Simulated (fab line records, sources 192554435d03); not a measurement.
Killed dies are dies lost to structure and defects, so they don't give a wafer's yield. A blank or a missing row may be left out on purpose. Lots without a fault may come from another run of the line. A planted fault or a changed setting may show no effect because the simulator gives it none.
Which tool did it? | flow n5_finfet | 9 lots, 27 wafers sampled, at 3 steps of a route of 1938

WHAT THE GAUGES READ, wafer by wafer
N5_BEOL_M0_SAQP_CD_MEAS_25: target cd 13.1 nm.
lot  | measured     | on        | cd_nm (nm)
L335 | day 6 04:12  | cd_sem-01 | 12.65 13.09 12.72
L337 | day 6 12:41  | cd_sem-02 | 13.24 12.59 12.78
L338 | day 6 20:15  | cd_sem-03 | 12.65 12.87 12.84
L344 | day 8 15:13  | cd_sem-02 | 13.06 12.76 12.59
L345 | day 8 15:38  | cd_sem-02 | 12.26 12.50 12.14
L346 | day 8 18:15  | cd_sem-01 | 11.90 12.21 11.91
L347 | day 8 23:17  | cd_sem-01 | 12.37 12.17 12.14
L348 | day 9 09:05  | cd_sem-01 | 12.80 12.56 12.83
L356 | day 11 05:05 | cd_sem-01 | 13.00 12.86 12.81

WHICH TOOL RAN EACH LOT (tool, then ch and the chambers of the sampled wafers, then the start)
lot  | N5_BEOL_M0_SAQP_DESCUM_19          | N5_BEOL_M0_SAQP_SPACER1_ALD_98
L335 | rie_diel-03 ch 0,1,2, day 6 02:37  | ald_sin-03 ch 0,2, day 6 03:31
L337 | rie_diel-05 ch 0,1, day 6 10:52    | ald_sin-03 ch 2,3, day 6 12:01
L338 | rie_diel-03 ch 0,1,2, day 6 18:19  | ald_sin-03 ch 0,1,2, day 6 19:35
L344 | rie_diel-04 ch 1,3, day 8 13:28    | ald_sin-02 ch 0,1,2, day 8 14:21
L345 | rie_diel-05 ch 0,1, day 8 14:04    | ald_sin-03 ch 0,3, day 8 14:58
L346 | rie_diel-04 ch 0,1, day 8 16:01    | ald_sin-03 ch 1,3, day 8 17:33
L347 | rie_diel-05 ch 0,2,3, day 8 20:55  | ald_sin-03 ch 1,3, day 8 22:28
L348 | rie_diel-05 ch 0,2,3, day 9 06:47  | ald_sin-02 ch 0,1,2, day 9 08:02
L356 | rie_diel-05 ch 0,1,3, day 11 03:18 | ald_sin-02 ch 1,2,3, day 11 04:25
- N5_BEOL_M0_SAQP_DESCUM_19: chemistry O2, time 7.9 s.
- N5_BEOL_M0_SAQP_SPACER1_ALD_98: deposits SiO2, target thk 12.8 nm, pulse time 1 s, purge time 2 s.

THE ANSWER, worked out from the rows above alone
Rule: what is usual is taken from the lots themselves. Put in order of their means at a reading, lots are off if they are a third of the lots or fewer, leave a main group of 4 or more, and stand apart from it by a gap of 3 or more times the standard deviation of the main group's means; of several such gaps the widest counts. A main group whose means are all the same, to the digits that the tables above print for the reading, isn't used. A lot without any number at a reading at which 4 lots or more have one is off too. The other lots that the step has rows for count as sound.
Off: L345, L346, L347, at N5_BEOL_M0_SAQP_CD_MEAS_25 (cd_nm). The main group: mean 12.82 nm, standard deviation 0.053.
A tool fits if, at a process step before that reading, it ran every lot that is off, and no sound lot after the first of them. The gauges at N5_BEOL_M0_SAQP_CD_MEAS_25 are tried like those tools. One fits: ald_sin-03 at N5_BEOL_M0_SAQP_SPACER1_ALD_98. Its last sound lot is L338 (day 6 19:35), its first lot that is off L345 (day 8 14:58): a fault that began between those two fits.

WHAT THE SIMULATOR HAD PUT IN
Process parameter drift: ald_sin-03, from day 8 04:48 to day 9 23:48, at N5_BEOL_M0_SAQP_SPACER1_ALD_98. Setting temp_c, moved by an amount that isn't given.
Lots struck among those shown: L345, L346, L347. The rule above found the same.
